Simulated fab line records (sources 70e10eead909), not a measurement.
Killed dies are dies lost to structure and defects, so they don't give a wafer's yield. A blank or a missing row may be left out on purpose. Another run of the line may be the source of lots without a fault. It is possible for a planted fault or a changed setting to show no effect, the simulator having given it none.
Chamber matching :: flow nand-harc :: 4 sister chambers for NHARC_A_STAIRCASE_ETCH_253 on rie-diel-08
The step etches the open film in C4F8/O2, target depth 50 nm, time 20.2 s. 8 wafers are shown with their chamber, then 12 later ones without.

## EACH WAFER AND ITS CHAMBER
wafer: L085.6
chamber: 1
rf-vpp-V (V): 899
oes-product-au (a.u.): 0.936

wafer: L089.6
chamber: 3
rf-vpp-V (V): 892
oes-product-au (a.u.): 0.979

wafer: L090.1
chamber: 0
rf-vpp-V (V): 901
oes-product-au (a.u.): 0.952

wafer: L090.5
chamber: 0
rf-vpp-V (V): 902
oes-product-au (a.u.): 0.957

wafer: L090.6
chamber: 1
rf-vpp-V (V): 898
oes-product-au (a.u.): 0.955

wafer: L091.1
chamber: 3
rf-vpp-V (V): 892
oes-product-au (a.u.): 0.949

wafer: L091.3
chamber: 2
rf-vpp-V (V): 891
oes-product-au (a.u.): 0.949

wafer: L091.6
chamber: 2
rf-vpp-V (V): 890
oes-product-au (a.u.): 0.940

## WAFERS WITHOUT THEIR CHAMBER
wafer: L088.3
rf-vpp-V (V): 899
oes-product-au (a.u.): 0.970

wafer: L088.4
rf-vpp-V (V): 900
oes-product-au (a.u.): 0.976

wafer: L088.5
rf-vpp-V (V): 892
oes-product-au (a.u.): 0.968

wafer: L095.1
rf-vpp-V (V): 899
oes-product-au (a.u.): 0.966

wafer: L095.5
rf-vpp-V (V): 898
oes-product-au (a.u.): 0.973

wafer: L095.6
rf-vpp-V (V): 900
oes-product-au (a.u.): 0.975

wafer: L093.1
rf-vpp-V (V): 899
oes-product-au (a.u.): 0.954

wafer: L093.2
rf-vpp-V (V): 892
oes-product-au (a.u.): 0.948

wafer: L093.4
rf-vpp-V (V): 889
oes-product-au (a.u.): 0.940

wafer: L097.3
rf-vpp-V (V): 891
oes-product-au (a.u.): 0.953

wafer: L097.5
rf-vpp-V (V): 890
oes-product-au (a.u.): 0.948

wafer: L097.6
rf-vpp-V (V): 893
oes-product-au (a.u.): 0.971

## WHICH CHAMBER EACH ONE RAN IN
wafer: L088.3
from the rows above: 1
in truth: 1

wafer: L088.4
from the rows above: can't be placed: 0 or 1
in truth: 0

wafer: L088.5
from the rows above: 3
in truth: 3

wafer: L095.1
from the rows above: 1
in truth: 1

wafer: L095.5
from the rows above: 1
in truth: 1

wafer: L095.6
from the rows above: can't be placed: 0 or 1
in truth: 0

wafer: L093.1
from the rows above: 1
in truth: 1

wafer: L093.2
from the rows above: can't be placed: 3 or 2
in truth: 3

wafer: L093.4
from the rows above: 2
in truth: 2

wafer: L097.3
from the rows above: can't be placed: 2 or 3
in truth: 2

wafer: L097.5
from the rows above: 2
in truth: 2

wafer: L097.6
from the rows above: 3
in truth: 3
Correctly placed: 8 of 12. Cannot be placed on the basis of these rows: 4; the candidates contain the true chamber in 4. 0 placed wrongly.
How it was worked out, from the rows above alone: a wafer's distance from a chamber is the root of the sum, over the readings, of the square of ((its reading less the chamber's mean) divided by the reading's scatter). The wafer belongs to the nearest chamber; if the next one is less than 2 further off, it can't be placed. The mean given for a chamber averages the wafers shown for that chamber. The scatter: the root of (the sum of the squares of (reading less its chamber's mean) over the shown wafers, divided by (wafers less chambers)).
